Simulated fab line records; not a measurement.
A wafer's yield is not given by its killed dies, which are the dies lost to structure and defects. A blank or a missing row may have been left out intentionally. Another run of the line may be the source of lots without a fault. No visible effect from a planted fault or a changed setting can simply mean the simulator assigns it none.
Chamber matching :: flow n5 finfet :: 4 sister chambers for N5_SD_EPI_N_DESCUM_14 on rie diel-05
The step chemistry O2, time 7.9 s. 14 wafers are shown with their chamber, then 7 later ones without.

== WAFERS PAIRED WITH THEIR CHAMBERS ==
wafer: L075.1
chamber: 1
showerhead plenum p Torr (Torr): 2.06
oes product au (a.u.): 0.69
throttle valve pct (%): 20.63

wafer: L075.3
chamber: 0
showerhead plenum p Torr (Torr): 1.96
oes product au (a.u.): 0.83
throttle valve pct (%): 20.75

wafer: L075.6
chamber: 0
showerhead plenum p Torr (Torr): 1.96
oes product au (a.u.): 0.83
throttle valve pct (%): 20.75

wafer: L076.2
chamber: 0
showerhead plenum p Torr (Torr): 1.96
oes product au (a.u.): 0.83
throttle valve pct (%): 20.74

wafer: L076.3
chamber: 3
showerhead plenum p Torr (Torr): 2.16
oes product au (a.u.): 0.71
throttle valve pct (%): 20.54

wafer: L076.5
chamber: 0
showerhead plenum p Torr (Torr): 1.96
oes product au (a.u.): 0.83
throttle valve pct (%): 20.75

wafer: L080.1
chamber: 3
showerhead plenum p Torr (Torr): 2.16
oes product au (a.u.): 0.71
throttle valve pct (%): 20.59

wafer: L080.3
chamber: 1
showerhead plenum p Torr (Torr): 2.05
oes product au (a.u.): 0.67
throttle valve pct (%): 20.63

wafer: L080.4
chamber: 2
showerhead plenum p Torr (Torr): 2.24
oes product au (a.u.): 0.92
throttle valve pct (%): 20.37

wafer: L082.1
chamber: 3
showerhead plenum p Torr (Torr): 2.16
oes product au (a.u.): 0.71
throttle valve pct (%): 20.59

wafer: L082.4
chamber: 0
showerhead plenum p Torr (Torr): 1.95
oes product au (a.u.): 0.82
throttle valve pct (%): 20.76

wafer: L082.6
chamber: 1
showerhead plenum p Torr (Torr): 2.05
oes product au (a.u.): 0.67
throttle valve pct (%): 20.68

wafer: L091.1
chamber: 0
showerhead plenum p Torr (Torr): 1.95
oes product au (a.u.): 0.79
throttle valve pct (%): 20.79

wafer: L091.2
chamber: 2
showerhead plenum p Torr (Torr): 2.23
oes product au (a.u.): 0.88
throttle valve pct (%): 20.41

SIGNATURES (averages over the wafers above)
reading: showerhead plenum p Torr
chamber 0: 1.9567
chamber 1: 2.0533
chamber 2: 2.2350
chamber 3: 2.1600
scatter within a chamber: 0.005

reading: oes product au
chamber 0: 0.8217
chamber 1: 0.6767
chamber 2: 0.9000
chamber 3: 0.7100
scatter within a chamber: 0.0153

reading: throttle valve pct
chamber 0: 20.7567
chamber 1: 20.6467
chamber 2: 20.3900
chamber 3: 20.5733
scatter within a chamber: 0.0238
Rule: a wafer's distance from a chamber is the root of the sum, over the readings, of the square of ((its reading less the chamber's mean) divided by the reading's scatter). If the next closest chamber is less than 2 further off than the closest, the wafer can't be placed; otherwise it belongs to the closest. The scatter: the root of (the sum of the squares of (reading less its chamber's mean) over the shown wafers, divided by (wafers less chambers)).

== WAFERS WHOSE CHAMBER IS MISSING ==
wafer: L091.4
showerhead plenum p Torr (Torr): 2.15
oes product au (a.u.): 0.69
throttle valve pct (%): 20.61

wafer: L095.1
showerhead plenum p Torr (Torr): 1.94
oes product au (a.u.): 0.78
throttle valve pct (%): 20.80

wafer: L095.3
showerhead plenum p Torr (Torr): 2.15
oes product au (a.u.): 0.69
throttle valve pct (%): 20.63

wafer: L095.4
showerhead plenum p Torr (Torr): 2.05
oes product au (a.u.): 0.92
throttle valve pct (%): 20.21

wafer: L096.1
showerhead plenum p Torr (Torr): 2.05
oes product au (a.u.): 0.92
throttle valve pct (%): 20.23

wafer: L096.3
showerhead plenum p Torr (Torr): 2.23
oes product au (a.u.): 0.85
throttle valve pct (%): 20.42

wafer: L096.4
showerhead plenum p Torr (Torr): 1.94
oes product au (a.u.): 0.78
throttle valve pct (%): 20.79

== WHICH CHAMBER EACH ONE RAN IN ==
wafer: L091.4
from the rows above: 3
in truth: 3

wafer: L095.1
from the rows above: 0
in truth: 0

wafer: L095.3
from the rows above: 3
in truth: 3

wafer: L095.4
from the rows above: 1
in truth: 1

wafer: L096.1
from the rows above: 1
in truth: 1

wafer: L096.3
from the rows above: 2
in truth: 2

wafer: L096.4
from the rows above: 0
in truth: 0
7 of 7 placed correctly. Not placeable from these rows: 0. Placed wrongly: 0.
